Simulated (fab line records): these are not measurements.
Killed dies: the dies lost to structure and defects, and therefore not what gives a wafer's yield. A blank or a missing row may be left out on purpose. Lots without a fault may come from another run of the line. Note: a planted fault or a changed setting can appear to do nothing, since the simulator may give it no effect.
One fault seen from 2 desks || flow n5 finfet || each desk has only its own numbers; what lay behind them comes last

== AT THE TOOL OWNER'S DESK: euv scanner-01 ==
The tool's own readings at N5_FIN_CUT_EXPOSE_05 (exposes mask FIN CUT): means of the sampled wafers that have a number, for each lot that ran on this tool. Any lot whose mean is over 4 standard deviations away from the usual mean is out of limits and marked OUT; that distance is given in the brackets.
Columns: A = exposure dose mJ cm2 at N5_FIN_CUT_EXPOSE_05, usual 45.72; B = focus offset nm at N5_FIN_CUT_EXPOSE_05, usual -0.1 nm
{"lot": "L987", "first seen here": "day 2 02:17", "A": 45.69, "B": -0.7}
{"lot": "L991", "first seen here": "day 3 06:13", "A": 45.70, "B": -0.5}
{"lot": "L995", "first seen here": "day 4 02:30", "A": 45.66, "B": 1.1}
{"lot": "L102", "first seen here": "day 5 21:04", "A": 45.72, "B": -0.0}
{"lot": "L103", "first seen here": "day 6 03:52", "A": "39.50 (-99 or more) OUT", "B": -0.5}
{"lot": "L106", "first seen here": "day 6 20:18", "A": "40.75 (-99 or more) OUT", "B": 0.1}
{"lot": "L108", "first seen here": "day 7 09:14", "A": "41.77 (-88) OUT", "B": -0.1}
Finding of this desk: L103, L106, L108 out of limits; the first was L103 at day 6 03:52, on exposure dose mJ cm2 at N5_FIN_CUT_EXPOSE_05. L987, L991, L995, L102: within limits.

== FROM THE METROLOGY DESK ==
What the gauges read for every lot (on any tool): the sampled wafers with a number, averaged. Any lot whose mean is over 4 standard deviations away from the usual mean is out of limits and marked OUT; that distance is given in the brackets. 7 of its 11 readings are shown: the first one out of limits and those lying furthest out on some lot.
Columns: A = cd nm at N5_FIN_CUT_CD_MEAS_08, usual 29.12 nm; B = DIBL_N at N5_BEOL_M4_RC_MEAS_101, usual 36.5 mV/V; C = DIBL_P at N5_BEOL_M4_RC_MEAS_101, usual 36.6 mV/V; D = IOFF_P at N5_BEOL_M4_RC_MEAS_101, usual 0.21 nA/um; E = ION_P at N5_BEOL_M4_RC_MEAS_101, usual 460 uA/um; F = SS_N at N5_BEOL_M4_RC_MEAS_101, usual 71.6 mV/dec; G = VT_P at N5_BEOL_M4_RC_MEAS_101, usual -250 mV
{"lot": "L987", "first seen here": "day 2 02:24", "A": 29.12, "B": 34.4, "C": 33.0, "D": 0.20, "E": 470, "F": 71.0, "G": -249}
{"lot": "L991", "first seen here": "day 3 06:20", "A": 29.40, "B": 36.3, "C": 35.2, "D": 0.23, "E": 466, "F": 71.0, "G": -247}
{"lot": "L993", "first seen here": "day 3 14:55", "A": 29.11, "B": 36.1, "C": 36.9, "D": 0.22, "E": 467, "F": 72.4, "G": -249}
{"lot": "L995", "first seen here": "day 4 02:38", "A": 29.08, "B": 36.4, "C": 36.2, "D": 0.20, "E": 459, "F": 71.9, "G": -252}
{"lot": "L998", "first seen here": "day 4 21:10", "A": 29.12, "B": 36.9, "C": 37.4, "D": 0.24, "E": 469, "F": 71.7, "G": -248}
{"lot": "L102", "first seen here": "day 5 21:12", "A": 29.38, "B": 36.8, "C": 37.6, "D": 0.21, "E": 462, "F": 71.4, "G": -250}
{"lot": "L103", "first seen here": "day 6 04:00", "A": "26.84 (-11) OUT", "B": 37.8, "C": 37.0, "D": 0.18, "E": 449, "F": 71.6, "G": -256}
{"lot": "L106", "first seen here": "day 6 20:26", "A": "27.16 (-9.3) OUT", "B": 35.8, "C": 35.2, "D": 0.17, "E": 458, "F": 71.2, "G": -254}
{"lot": "L108", "first seen here": "day 7 09:23", "A": "27.74 (-6.6) OUT", "B": 35.5, "C": 36.3, "D": 0.23, "E": 466, "F": 71.6, "G": -246}
Finding of this desk: L103, L106, L108 out of limits; the first was L103 at day 6 04:00, on cd nm at N5_FIN_CUT_CD_MEAS_08. L987, L991, L993, L995, L998, L102: within limits.

== BROUGHT TOGETHER ==
On L103, L106, L108, at day 6 03:52, an alarm was possible from the tool owner's desk.
At day 6 04:00 the metrology desk could have sounded an alarm, on L103, L106, L108.
On euv scanner-01, each named lot ran N5_FIN_CUT_EXPOSE_05.

== WHAT HAD BEEN PUT IN BY THE SIMULATOR ==
Process parameters drifting: euv scanner-01 at N5_FIN_CUT_EXPOSE_05, beginning at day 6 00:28. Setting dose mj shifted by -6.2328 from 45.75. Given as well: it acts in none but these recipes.
Shown lots that were struck: L103, L106, L108.
Counting hours from when the fault started, the first reading out of limits came at 3 for the tool owner's desk and at 4 for the metrology desk.
